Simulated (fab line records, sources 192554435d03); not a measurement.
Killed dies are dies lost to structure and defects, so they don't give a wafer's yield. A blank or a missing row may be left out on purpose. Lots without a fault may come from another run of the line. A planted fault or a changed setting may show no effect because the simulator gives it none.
fab line records | flow n5_finfet
record lots=7 wafers=21 last_day=17
route steps=1938 shown BEOL_M4@1074 PASSIVATION@1936
lots that met no fault: from a run of the same line without faults
start_h: hours from the record's first day to the start of the lot's first wafer shown | wait_h: hours since the lot's step before | " the same as in the row above | L1.1+2: a row that stands for several wafers | - no value, or no start given | * or withheld: withheld | < > ~ a bound
route shown NAME@n: a module of which the file shows steps, and the number in the route of the first | usual: mean/standard deviation of fault-free wafers | same: alike in all rows | chamber/n: place in a boat | sites: the reading at each site | _std_site: their standard deviation | _edge_site: outer sites' mean less inner sites' | radius_mm: how far each site lies from the wafer's centre | mask NAME#n: copy n | behind: the tool/chamber that last shaped the wafer | hold: why the lot was held/for how many hours/how that ended | device: the transistor (n, p or np) that didn't switch | end of line: the same wafers' tests at the end of the route | a step without rows: its recipe alone | killed: dies lost to structure and defects at the first sort, not the wafer's yield | map: a wafer's dies, x killed, . not, _ none there
set.NAME: the setting as run; set.NAME@STEP: as run at that earlier step | model.NAME: the simulator's own value behind a step, which no gauge read
lots at some steps of the route; a table a step, a row a wafer
services: from which hour (start_h, from the record's first day; less than 0 if before it) a tool's chamber was out of use, for how many hours, and why
## steps
# step N5_BEOL_M4_HM_STRIP_39
# recipe chemistry=peroxide_tin_strip material=TiN target_depth_a=250 temp_c=50 time_s=158
# step N5_BEOL_M4_SRD_40
# recipe time_s=30 temp_c=23 rinse_liquid=diw dry=ipa_marangoni
# step N5_BEOL_M4_PRECLEAN_42
# recipe chemistry=residue_remover time_s=60 temp_c=40
# step N5_BEOL_M4_SRD_43
# recipe time_s=30 temp_c=23 rinse_liquid=diw dry=ipa_marangoni
# step N5_BEOL_M4_CD_MEAS_35
# recipe target_cd_nm=18 target_cd_y_nm=22.4 polarity=opening
# usual cd_nm=18.2/0.33
# columns lot.wafer tool chamber start_h wait_h cd_nm
L304.2 cd_sem-01 - 238.66 0.0 18.3
L304.3 " - " " 18.1
L304.6 " - " " 18.5
L308.1 cd_sem-01 - 257.29 0.0 18.4
L308.2 " - " " 18.4
L308.5 " - " " 18.3
L310.1 cd_sem-03 - 282.54 0.0 18.1
L310.2 " - " " 17.6
L310.3 " - " " 18.0
L309.1 cd_sem-01 - 283.99 0.0 17.9
L309.3 " - " " 17.7
L309.4 " - " " 18.5
L312.4 cd_sem-02 - 287.42 0.0 17.9
L312.5 " - " " 18.2
L312.6 " - " " 18.5
L315.2 cd_sem-01 - 291.29 0.0 18.5
L315.3 " - " " 17.8
L315.5 " - " " 18.2
L311.2 cd_sem-01 - 298.53 0.0 17.4
L311.4 " - " " 18.4
L311.6 " - " " 18.1
# step N5_BEOL_M4_DEGAS_44
# recipe ambient=vacuum temp_c=250 time_s=60
# usual heater_power_w=339/32
# columns lot.wafer tool chamber start_h wait_h heater_power_w
L304.2 pvd_sputter-02 - 238.83 0.2 340
L304.3 " - " " 335
L304.6 " - " " 330
L308.1 pvd_sputter-01 - 257.69 0.4 300
L308.2 " - " " 388
L308.5 " - " " 391
L310.1 pvd_sputter-01 - 282.71 0.2 299
L310.2 " - " " 362
L310.3 " - " " 296
L309.1 pvd_sputter-01 - 284.44 0.5 368
L309.3 " - " " 404
L309.4 " - " " 286
L312.4 pvd_sputter-02 - 287.64 0.2 336
L312.5 " - " " 338
L312.6 " - " " 378
L315.2 pvd_sputter-01 - 292.35 1.1 371
L315.3 " - " " 389
L315.5 " - " " 296
L311.2 pvd_sputter-02 - 299.20 0.7 339
L311.4 " - " " 353
L311.6 " - " " 354
# step N5_BEOL_M4_PRE_CLEAN_45
# recipe gas=H2/He time_s=30 temp_c=250
# usual heater_power_w=339/32
# columns lot.wafer tool chamber start_h wait_h heater_power_w
L304.2 pvd_sputter-02 - 238.87 0.0 346
L304.3 " - " " 327
L304.6 " - " " 334
L308.1 pvd_sputter-01 - 257.73 0.0 293
L308.2 " - " " 387
L308.5 " - " " 390
L310.1 pvd_sputter-01 - 282.75 0.0 297
L310.2 " - " " 363
L310.3 " - " " 304
L309.1 pvd_sputter-01 - 284.48 0.0 360
L309.3 " - " " 387
L309.4 " - " " 295
L312.4 pvd_sputter-02 - 287.68 0.0 330
L312.5 " - " " 354
L312.6 " - " " 355
L315.2 pvd_sputter-01 - 292.39 0.0 360
L315.3 " - " " 394
L315.5 " - " " 293
L311.2 pvd_sputter-02 - 299.24 0.0 340
L311.4 " - " " 339
L311.6 " - " " 365
# step N5_BEOL_M4_ALD_84
# recipe material=TaN target_thk_a=* temp_c=275 ald_precursor_family=PDMAT ald_co_reactant=NH3 pressure_torr=3 carrier_flow_sccm=1500 pulse_time_s=2 purge_time_s=3 co_reactant_purge_time_s=2 co_reactant_pulse_time_s=3 ald_cycles=30 precursor_vessel_temp_c=75 precursor_vessel_pressure_torr=26.25 precursor_vessel_carrier_sccm=1000
# usual chamber_pressure_Torr=3.000/0.0064 heater_power_w=409/51
# same co_reactant_pulse_time_s=3 co_reactant_purge_time_s=2
# columns lot.wafer tool chamber start_h wait_h chamber_pressure_Torr heater_power_w
L304.2 ald_metal-04 1 238.93 0.0 3.005 400
L304.3 " 3 " " 2.992 408
L304.6 " 1 " " 2.993 405
L308.1 ald_metal-01 1 257.79 0.0 3.007 400
L308.2 " 2 " " 3.003 424
L308.5 " 0 " " 2.998 442
L310.1 ald_metal-02 1 282.95 0.2 3.009 459
L310.2 " 0 " " 2.999 415
L310.3 " 2 " " 3.009 493
L309.1 ald_metal-04 1 284.54 0.0 3.000 401
L309.3 " 0 " " 3.007 374
L309.4 " 2 " " 2.996 368
L312.4 ald_metal-02 3 287.83 0.1 3.002 309
L312.5 " 3 " " 3.008 323
L312.6 " 0 " " 3.007 412
L315.2 ald_metal-02 0 292.45 0.0 3.009 414
L315.3 " 2 " " 2.996 488
L315.5 " 0 " " 3.004 414
L311.2 ald_metal-02 1 299.30 0.0 2.999 436
L311.4 " 2 " " 3.003 489
L311.6 " 0 " " 2.992 408
# step N5_BEOL_M4_SURFACE_TREAT_85
# recipe gas=Ar time_s=* ion_energy_ev=* ion_current_ma_cm2=0.5 pressure_mtorr=* ar_flow_sccm=30
# step N5_BEOL_M4_CVD_47
# recipe material=Co target_thk_a=30 temp_c=withheld precursor=CCTBA/H2 pressure_torr=30 time_s=223.8
# step N5_BEOL_M4_SPUTTER_48
# recipe material=Cu target_thk_a=45 temp_c=-20 chamber_pressure_pa=0.07 power_w=withheld time_s=8.29
# usual chamber_pressure_pa=0.07/0.00014 chuck_gas_flow_sccm=1.26/0.051 throttle_valve_pct=30.2/0.98
# columns lot.wafer tool chamber start_h wait_h chamber_pressure_pa chuck_gas_flow_sccm throttle_valve_pct
L304.2 pvd_sputter-03 - 239.63 0.1 0.0701 1.28 28.7
L304.3 " - " " 0.06982 1.28 30.1
L304.6 " - " " 0.07 1.30 30.2
L308.1 pvd_sputter-02 - 258.39 0.1 0.07012 1.37 28.2
L308.2 " - " " 0.0701 1.26 29.6
L308.5 " - " " 0.07008 1.31 28.3
L310.1 pvd_sputter-03 - 283.52 0.1 0.07013 1.20 30.2
L310.2 " - " " 0.06987 1.27 30.0
L310.3 " - " " 0.07002 1.21 31.3
L309.1 pvd_sputter-02 - 285.28 0.2 0.07016 1.25 31.6
L309.3 " - " " 0.07013 1.22 29.8
L309.4 " - " " 0.07001 1.24 28.3
L312.4 pvd_sputter-01 - 290.31 1.0 0.06994 1.37 31.7
L312.5 " - " " 0.06999 1.28 31.9
L312.6 " - " " 0.07006 1.25 29.8
L315.2 pvd_sputter-01 - 293.25 0.3 0.07026 1.26 29.7
L315.3 " - " " 0.06998 1.22 30.1
L315.5 " - " " 0.06993 1.22 30.2
L311.2 pvd_sputter-02 - 299.94 0.1 0.06996 1.31 28.4
L311.4 " - " " 0.06991 1.29 30.1
L311.6 " - " " 0.0697 1.25 28.5
# step N5_BEOL_M4_ANNEAL_49
# recipe temp_c=400 time_s=240 ambient=vacuum
# usual heater_power_w=836/80
# columns lot.wafer tool chamber start_h wait_h heater_power_w
L304.2 pvd_sputter-03 - 239.71 0.0 816
L304.3 " - " " 861
L304.6 " - " " 730
L308.1 pvd_sputter-02 - 258.47 0.0 827
L308.2 " - " " 825
L308.5 " - " " 818
L310.1 pvd_sputter-03 - 283.60 0.0 848
L310.2 " - " " 726
L310.3 " - " " 884
L309.1 pvd_sputter-02 - 285.37 0.0 856
L309.3 " - " " 838
L309.4 " - " " 794
L312.4 pvd_sputter-01 - 290.39 0.0 933
L312.5 " - " " 914
L312.6 " - " " 723
L315.2 pvd_sputter-01 - 293.33 0.0 765
L315.3 " - " " 971
L315.5 " - " " 747
L311.2 pvd_sputter-02 - 300.03 0.0 812
L311.4 " - " " 892
L311.6 " - " " 841
# step N5_BEOL_M4_SPUTTER_79
# recipe material=Cu target_thk_a=45 temp_c=-20 chamber_pressure_pa=0.07 power_w=withheld time_s=8.29
# usual chamber_pressure_pa=0.06999/0.00014 chuck_gas_flow_sccm=1.26/0.055 throttle_valve_pct=30.2/1
# columns lot.wafer tool chamber start_h wait_h chamber_pressure_pa chuck_gas_flow_sccm throttle_valve_pct
L304.2 pvd_sputter-03 - 239.85 0.1 0.06989 1.26 28.6
L304.3 " - " " 0.06986 1.25 30.0
L304.6 " - " " 0.0699 1.32 30.4
L308.1 pvd_sputter-02 - 258.61 0.1 0.07001 1.19 28.2
L308.2 " - " " 0.07002 1.21 29.9
L308.5 " - " " 0.06996 1.21 28.1
L310.1 pvd_sputter-03 - 283.74 0.1 - - -
L310.2 " - " " - - -
L310.3 " - " " - - -
L309.1 pvd_sputter-02 - 285.53 0.1 - - -
L309.3 " - " " - - -
L309.4 " - " " - - -
L312.4 pvd_sputter-01 - 290.53 0.1 - - -
L312.5 " - " " - - -
L312.6 " - " " - - -
L315.2 pvd_sputter-01 - 293.47 0.1 0.07011 1.27 29.7
L315.3 " - " " 0.07005 1.30 30.1
L315.5 " - " " 0.0699 1.21 30.2
L311.2 pvd_sputter-02 - 300.18 0.1 0.06994 1.19 28.5
L311.4 " - " " 0.07 1.27 30.0
L311.6 " - " " 0.06996 1.23 28.4
# step N5_BEOL_M4_ANNEAL_80
# recipe temp_c=400 time_s=240 ambient=vacuum
# step N5_BEOL_M4_RC_MEAS_101
# usual DIBL_N=36.3/2 DIBL_P=36.3/2.4 IOFF_N=0.16/0.034 IOFF_P=0.21/0.035 ION_N=672/12 ION_P=459/6.5 SS_N=71.6/0.67 SS_P=73.3/0.71 VT_N=250/3.5 VT_P=-251/3
# columns lot.wafer tool chamber start_h wait_h DIBL_N[mV/V] DIBL_P[mV/V] IOFF_N[nA/um] IOFF_P[nA/um] ION_N[uA/um] ION_P[uA/um] SS_N[mV/dec] SS_P[mV/dec] VT_N[mV] VT_P[mV]
L304.2 prober-02 0 242.64 0.2 40.5 39.7 0.23 0.25 679 456 72.6 73.8 246 -248
L304.3 " 0 " " 39.3 38.1 0.19 0.21 682 453 72.3 73.6 247 -253
L304.6 " 0 " " 38.8 38.8 0.19 0.22 686 465 72.7 73.6 247 -251
L308.1 prober-01 0 261.26 0.0 39.2 41.3 0.21 0.29 671 462 72.9 74.2 249 -248
L308.2 " 0 " " 38.7 40.3 0.22 0.28 682 465 73.0 75.1 249 -242
L308.5 " 0 " " 36.1 38.5 0.17 0.24 670 455 72.0 75.0 253 -247
L310.1 prober-01 0 286.38 0.0 35.8 36.9 0.16 0.23 665 459 71.2 72.6 248 -249
L310.2 " 0 " " 35.9 35.9 0.16 0.22 663 457 72.1 73.2 247 -246
L310.3 " 0 " " 37.4 37.9 0.19 0.26 681 467 72.0 73.2 247 -247
L309.1 prober-01 0 288.20 0.0 39.1 37.0 0.20 0.22 677 455 71.3 74.1 246 -250
L309.3 " 0 " " 37.6 37.0 0.17 0.23 691 475 71.6 73.3 250 -248
L309.4 " 0 " " 36.3 34.6 0.13 0.18 668 454 71.3 72.6 252 -253
L312.4 prober-02 0 293.75 0.5 39.2 39.7 0.19 0.25 688 469 72.0 74.3 246 -248
L312.5 " 0 " " 39.5 39.5 0.21 0.25 688 467 72.1 73.6 247 -248
L312.6 " 0 " " 38.6 39.2 0.18 0.24 676 461 71.6 73.6 247 -246
L315.2 prober-02 0 296.36 0.2 33.6 32.7 0.13 0.16 674 456 71.3 72.5 251 -253
L315.3 " 0 " " 35.7 35.4 0.17 0.19 684 458 71.8 72.8 247 -251
L315.5 " 0 " " 36.7 37.5 0.20 0.22 695 467 72.5 73.0 244 -249
L311.2 prober-02 0 303.11 0.2 36.4 37.4 0.15 0.21 669 465 71.6 72.7 252 -247
L311.4 " 0 " " 33.7 33.8 0.12 0.17 669 471 70.9 71.8 252 -251
L311.6 " 0 " " 36.4 36.4 0.15 0.20 660 458 71.6 73.0 250 -249
# step N5_PASSIVATION_PROBE_49
# usual defect_limited_yield=91.4/1.5 killed_at_M0_to_M3=33/11 killed_at_M4_up=14/5.3 killed_at_contacts=13/6.2 killed_at_front_end=39/13 killed_at_other=3.1/2.8 killed_dies=102/17 killed_open=68/13 killed_short=32/7.8 sort_bin_5_function=5.1/0.95 sort_bin_6_memory=3.2/0.7 sort_n_pass=1078/18 sort_yield_pct=91.3/1.5
# same gross_dies=1180 killed_at_back_side=0 sort_bin_4_leakage[%]=0 sort_bin_8_speed[%]=0
# columns lot.wafer tool chamber start_h wait_h defect_limited_yield[%] killed_at_M0_to_M3 killed_at_M4_up killed_at_contacts killed_at_front_end killed_at_other killed_dies killed_open killed_short sort_bin_5_function[%] sort_bin_6_memory[%] sort_n_pass sort_yield_pct[%]
L304.2 prober-02 - 342.93 0.1 92.4 36 12 13 24 5 90 57 31 4.5 3.0 1090 92.4
L304.3 prober-02 - 342.98 0.1 92.0 45 4 3 35 7 94 60 34 5.2 2.4 1086 92.0
L304.6 prober-02 - 343.13 0.3 94.0 26 11 7 18 9 71 41 27 3.7 1.9 1109 94.0
L308.1 prober-01 - 373.06 0.0 89.7 15 16 17 73 1 122 81 41 5.9 4.0 1058 89.7
L308.2 prober-01 - 373.11 0.1 92.3 22 10 15 42 2 91 54 35 4.3 2.9 1089 92.3
L308.5 prober-01 - 373.26 0.2 90.2 31 12 23 40 10 116 77 38 5.8 3.4 1064 90.2
L310.1 prober-02 - 388.63 0.0 92.5 25 9 21 33 1 89 60 25 3.9 3.5 1091 92.5
L310.2 prober-02 - 388.68 0.1 89.7 37 20 34 27 3 121 68 43 5.4 4.2 1059 89.7
L310.3 prober-02 - 388.73 0.1 89.5 47 13 14 48 2 124 71 42 6.4 3.5 1056 89.5
L309.1 prober-02 - 393.11 0.0 89.4 41 19 16 47 2 125 82 39 5.9 4.5 1055 89.4
L309.3 prober-02 - 393.21 0.1 90.0 22 14 17 58 7 118 69 41 5.3 3.8 1062 90.0
L309.4 prober-02 - 393.26 0.2 86.1 31 18 11 103 1 164 104 48 9.3 4.2 1016 86.1
L312.4 prober-01 - 394.76 0.2 93.4 16 16 10 33 3 78 47 25 3.6 2.8 1102 93.4
L312.5 prober-01 - 394.81 0.2 89.6 41 19 15 41 7 123 61 53 6.6 3.4 1057 89.6
L312.6 prober-01 - 394.86 0.3 90.8 27 23 12 37 10 109 61 39 5.1 3.6 1071 90.8
L315.2 prober-01 - 404.55 0.1 90.6 17 15 29 50 0 111 76 35 5.8 3.4 1069 90.6
L315.3 prober-01 - 404.60 0.1 91.6 31 20 10 37 1 99 61 36 4.5 3.4 1081 91.6
L315.5 prober-01 - 404.70 0.2 92.6 21 13 11 42 0 87 51 34 4.9 2.1 1093 92.6
L311.2 prober-01 - 409.88 0.1 91.9 33 8 26 23 6 96 61 30 4.5 3.0 1084 91.9
L311.4 prober-01 - 409.98 0.2 90.3 34 16 26 38 1 115 74 34 4.5 4.2 1065 90.3
L311.6 prober-01 - 410.08 0.3 93.3 20 16 10 30 3 79 50 27 4.1 2.2 1101 93.3
# killed by level:class
L304.2 MOL_CONTACT_COAG:geometric_particle:open=11 BEOL_M0_SAQP:geometric_particle:open=8 BEOL_M2:geometric_particle:open=6 BEOL_M4:geometric_particle:open=6 STARTING-WAFER:geometric_particle:open=6 GATE_CUT:geometric_particle:short=5 STI_FIN_REVEAL:geometric_particle:open=4 BEOL_M0_SAQP:geometric_particle:short=4
L304.3 BEOL_M0_SAQP:geometric_particle:short=11 BEOL_M0_SAQP:geometric_particle:open=10 BEOL_M3:geometric_particle:open=9 STI_FIN_REVEAL:geometric_particle:open=7 BEOL_M2:geometric_particle:open=5 FIN_SAQP:geometric_particle:short=4 DUMMY_GATE:geometric_particle:open=4 BEOL_M3:geometric_particle:short=4
L304.6 BEOL_M3:geometric_particle:open=7 BEOL_M2:geometric_particle:open=7 BEOL_M0_SAQP:geometric_particle:short=6 BEOL_M5:geometric_particle:open=6 STI_FIN_REVEAL:geometric_particle:open=5 MOL_CONTACT_COAG:geometric_particle:open=5 PAD_METAL:geometric_particle:short=4 STARTING-WAFER:geometric_particle:short=4
L308.1 STI_FIN_REVEAL:geometric_particle:open=28 MOL_CONTACT_COAG:geometric_particle:open=12 GATE_CUT:geometric_particle:short=10 GATE_CUT:geometric_particle:open=7 FIN_SAQP:geometric_particle:short=5 FIN_SAQP:geometric_particle:open=5 STI_FIN_REVEAL:geometric_particle:short=5 MOL_CONTACT_COAG:geometric_particle:short=5
L308.2 FIN_SAQP:geometric_particle:short=13 STI_FIN_REVEAL:geometric_particle:open=12 MOL_CONTACT_COAG:geometric_particle:open=9 BEOL_M4:geometric_particle:open=7 MOL_CONTACT_COAG:geometric_particle:short=6 BEOL_M2:geometric_particle:open=6 BEOL_M0_SAQP:geometric_particle:open=5 BEOL_M1:geometric_particle:open=5
L308.5 MOL_CONTACT_COAG:geometric_particle:open=15 STI_FIN_REVEAL:geometric_particle:open=11 BEOL_M2:geometric_particle:open=10 MOL_CONTACT_COAG:geometric_particle:short=8 BEOL_M3:geometric_particle:open=8 BEOL_M4:geometric_particle:open=8 GATE_CUT:geometric_particle:short=6 FIN_SAQP:geometric_particle:short=5
L310.1 MOL_CONTACT_COAG:geometric_particle:open=15 FIN_SAQP:geometric_particle:open=8 GATE_CUT:geometric_particle:open=7 BEOL_M2:geometric_particle:open=7 GATE_CUT:geometric_particle:short=6 MOL_CONTACT_COAG:geometric_particle:short=6 BEOL_M0_SAQP:geometric_particle:short=6 BEOL_M0_SAQP:geometric_particle:open=5
L310.2 MOL_CONTACT_COAG:geometric_particle:open=30 BEOL_M0_SAQP:geometric_particle:short=15 BEOL_M0_SAQP:geometric_particle:open=8 BEOL_M2:geometric_particle:open=8 BEOL_M4:geometric_particle:short=5 BEOL_M4:interface_void_opened=5 STI_FIN_REVEAL:geometric_particle:open=4 GATE_CUT:geometric_particle:short=4
L310.3 BEOL_M0_SAQP:geometric_particle:short=12 GATE_CUT:geometric_particle:short=10 MOL_CONTACT_COAG:geometric_particle:open=10 BEOL_M2:geometric_particle:open=10 GATE_CUT:geometric_particle:open=9 BEOL_M1:geometric_particle:open=9 FIN_SAQP:geometric_particle:open=8 FIN_SAQP:geometric_particle:short=6
L309.1 STI_FIN_REVEAL:geometric_particle:open=20 BEOL_M3:geometric_particle:open=15 MOL_CONTACT_COAG:geometric_particle:open=11 FIN_SAQP:geometric_particle:open=7 BEOL_M2:geometric_particle:open=7 FIN_SAQP:geometric_particle:short=5 BEOL_M0_SAQP:geometric_particle:open=5 DUMMY_GATE:geometric_particle:open=5
L309.3 STI_FIN_REVEAL:geometric_particle:open=17 MOL_CONTACT_COAG:geometric_particle:open=13 FIN_SAQP:geometric_particle:short=11 FIN_SAQP:geometric_particle:open=6 DUMMY_GATE:geometric_particle:open=5 BEOL_M3:geometric_particle:open=5 MOL_CONTACT_COAG:geometric_particle:short=4 BEOL_M0_SAQP:geometric_particle:short=4
L309.4 STI_FIN_REVEAL:geometric_particle:open=37 FIN_SAQP:geometric_particle:open=21 FIN_SAQP:geometric_particle:short=10 STI_FIN_REVEAL:geometric_particle:short=10 BEOL_M3:geometric_particle:open=9 BEOL_M4:interface_void_opened=8 DUMMY_GATE:geometric_particle:open=7 MOL_CONTACT_COAG:geometric_particle:short=6
L312.4 FIN_SAQP:geometric_particle:open=8 STI_FIN_REVEAL:geometric_particle:open=6 BEOL_M4:interface_void_opened=6 BEOL_M0_SAQP:geometric_particle:open=6 GATE_CUT:geometric_particle:short=5 MOL_CONTACT_COAG:geometric_particle:open=5 MOL_CONTACT_COAG:geometric_particle:short=5 BEOL_M0_SAQP:geometric_particle:short=5
L312.5 BEOL_M0_SAQP:geometric_particle:short=11 MOL_CONTACT_COAG:geometric_particle:open=10 BEOL_M0_SAQP:geometric_particle:open=9 BEOL_M1:geometric_particle:short=6 FIN_SAQP:geometric_particle:short=5 MOL_CONTACT_COAG:geometric_particle:short=5 BEOL_M4:interface_void_opened=5 BEOL_M3:geometric_particle:open=5
L312.6 BEOL_M0_SAQP:geometric_particle:open=11 MOL_CONTACT_COAG:geometric_particle:open=9 GATE_CUT:geometric_particle:short=8 BEOL_M4:interface_void_opened=8 ILD0:geometric_particle:open=7 BEOL_M4:geometric_particle:open=7 GATE_CUT:geometric_particle:open=6 BEOL_M0_SAQP:geometric_particle:short=6
L315.2 MOL_CONTACT_COAG:geometric_particle:open=26 FIN_SAQP:geometric_particle:open=13 FIN_SAQP:geometric_particle:short=7 STI_FIN_REVEAL:geometric_particle:open=7 DUMMY_GATE:geometric_particle:open=7 BEOL_M0_SAQP:geometric_particle:open=7 GATE_CUT:geometric_particle:short=5 BEOL_M0_SAQP:geometric_particle:short=5
L315.3 BEOL_M0_SAQP:geometric_particle:short=11 STI_FIN_REVEAL:geometric_particle:open=9 BEOL_M4:geometric_particle:open=9 FIN_SAQP:geometric_particle:short=8 MOL_CONTACT_COAG:geometric_particle:open=8 BEOL_M0_SAQP:geometric_particle:open=8 FIN_SAQP:geometric_particle:open=5 BEOL_M3:geometric_particle:open=5
L315.5 STI_FIN_REVEAL:geometric_particle:open=10 BEOL_M0_SAQP:geometric_particle:open=8 MOL_CONTACT_COAG:geometric_particle:open=8 FIN_SAQP:geometric_particle:open=5 FIN_SAQP:geometric_particle:short=4 STI_FIN_REVEAL:geometric_particle:short=4 ILD0:geometric_particle:short=4 GATE_CUT:geometric_particle:short=4
L311.2 MOL_CONTACT_COAG:geometric_particle:open=18 MOL_CONTACT_COAG:geometric_particle:short=8 BEOL_M2:geometric_particle:open=8 BEOL_M3:geometric_particle:open=7 BEOL_M0_SAQP:geometric_particle:open=7 BEOL_M0_SAQP:geometric_particle:short=5 FIN_SAQP:geometric_particle:open=4 MIM_TOP:geometric_particle:short=4
L311.4 MOL_CONTACT_COAG:geometric_particle:open=22 BEOL_M3:geometric_particle:open=12 STI_FIN_REVEAL:geometric_particle:open=8 HKMG_FIN:area_etch=7 BEOL_M0_SAQP:geometric_particle:short=5 BEOL_M1:geometric_particle:open=5 BEOL_M4:geometric_particle:open=5 BEOL_M5:geometric_particle:short=5
L311.6 MOL_CONTACT_COAG:geometric_particle:open=9 BEOL_M4:geometric_particle:open=8 STI_FIN_REVEAL:geometric_particle:short=4 STI_FIN_REVEAL:geometric_particle:open=4 FIN_SAQP:geometric_particle:open=3 MIM_TOP:geometric_particle:short=3 ILD0:geometric_particle:short=3 ILD0:geometric_particle:open=3
## services
# columns tool chamber start_h hours kind
ald_metal-01 - 223.77 0.7 repair
## key
first_sign step=N5_BEOL_M4_SPUTTER_79 reading=tool_record direction=missing
effect none on later readings
met_at N5_BEOL_M4_SPUTTER_79
struck_wafers L309.1,L309.3,L309.4,L310.1,L310.2,L310.3,L312.4,L312.5,L312.6
onset_between 258.61 283.74
fault kind=skipped_step_whole tool=pvd_sputter-01,pvd_sputter-02,pvd_sputter-03 chamber=- onset_h=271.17 steps=N5_BEOL_M4_SPUTTER_79 scope=struck_lots_only
